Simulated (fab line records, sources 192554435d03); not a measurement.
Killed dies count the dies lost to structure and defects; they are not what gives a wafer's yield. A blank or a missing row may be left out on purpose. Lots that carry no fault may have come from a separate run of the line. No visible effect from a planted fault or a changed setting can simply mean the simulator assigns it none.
2 desks, one fault + flow n5-finfet + each desk has only its own numbers; what lay behind them comes last

TOOL OWNER'S DESK, pecvd-01
The tool's own readings at N5_BEOL_M7_ILD_DEP_00 (deposits SiCOH lowk from DEMS/porogen, target thk 179.75 nm, time 33.4 s): means of the sampled wafers that have a number, for each lot that ran on this tool. Any lot whose mean is over 4 standard deviations away from the usual mean is out of limits and marked OUT; that distance is given in the brackets.
Columns: A = heater-power-w at N5_BEOL_M7_ILD_DEP_00, usual 320 W; B = showerhead-plenum-p-Torr at N5_BEOL_M7_ILD_DEP_00, usual 5.747 Torr; C = throttle-valve-pct at N5_BEOL_M7_ILD_DEP_00, usual 13.6 %
| lot  | first seen here | A   | B     | C    |
|------|-----------------|-----|-------|------|
| L763 | day 9 10:38     | 291 | 5.750 | 13.7 |
| L769 | day 10 18:23    | 276 | 5.747 | 13.7 |
| L773 | day 11 17:21    | 302 | 5.752 | 13.6 |
| L772 | day 11 17:44    | 307 | 5.747 | 13.7 |
| L778 | day 13 04:13    | 307 | 5.751 | 13.7 |
| L777 | day 13 10:22    | 286 | 5.738 | 13.4 |
| L783 | day 14 04:31    | 315 | 5.753 | 13.6 |
This desk found nothing out of limits on any of the 7 lots.

METROLOGY DESK
What the gauges read for every lot (on any tool): the sampled wafers with a number, averaged. Any lot whose mean is over 4 standard deviations away from the usual mean is out of limits and marked OUT; that distance is given in the brackets.
Columns: A = cd-nm at N5_BEOL_M6_CD_MEAS_35, usual 40.0 nm; B = M7_ILD_THK at N5_BEOL_M7_THK_MEAS_01, usual 155.1 nm
| lot  | first seen here | A    | B                |
|------|-----------------|------|------------------|
| L763 | day 9 07:55     | 40.3 | 154.0            |
| L765 | day 9 14:38     | 39.9 | 153.5            |
| L768 | day 10 10:37    | 40.1 | 156.1            |
| L769 | day 10 16:17    | 40.0 | 154.5            |
| L770 | day 11 03:32    | 39.8 | 153.3            |
| L771 | day 11 08:03    | 39.6 | 154.9            |
| L773 | day 11 14:39    | 39.9 | 153.5            |
| L772 | day 11 14:53    | 39.8 | 154.8            |
| L778 | day 13 00:28    | 39.4 | 140.2 (-8.3) OUT |
| L777 | day 13 07:16    | 39.9 | 138.9 (-9.0) OUT |
| L783 | day 14 02:07    | 39.5 | 145.5 (-5.3) OUT |
This desk's result: L777, L778, L783 out of limits, first on L778 (M7_ILD_THK at N5_BEOL_M7_THK_MEAS_01), day 13 05:00. L763, L765, L768, L769, L770, L771, L773, L772: within limits.

BROUGHT TOGETHER
Metrology desk: alarm possible at day 13 05:00 on L777, L778, L783.
The desk of the tool owner found nothing out of limits.
On record at the tool owner's desk: L777, L778, L783, within its limits.
All the named lots went through N5_BEOL_M7_ILD_DEP_00 on pecvd-01.

WHAT THE SIMULATOR PUT IN
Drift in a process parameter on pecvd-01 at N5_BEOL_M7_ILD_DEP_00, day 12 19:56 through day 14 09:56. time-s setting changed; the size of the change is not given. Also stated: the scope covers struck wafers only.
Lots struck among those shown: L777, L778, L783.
Delay in hours, fault start to first out-of-limits reading, per desk: metrology desk 9.
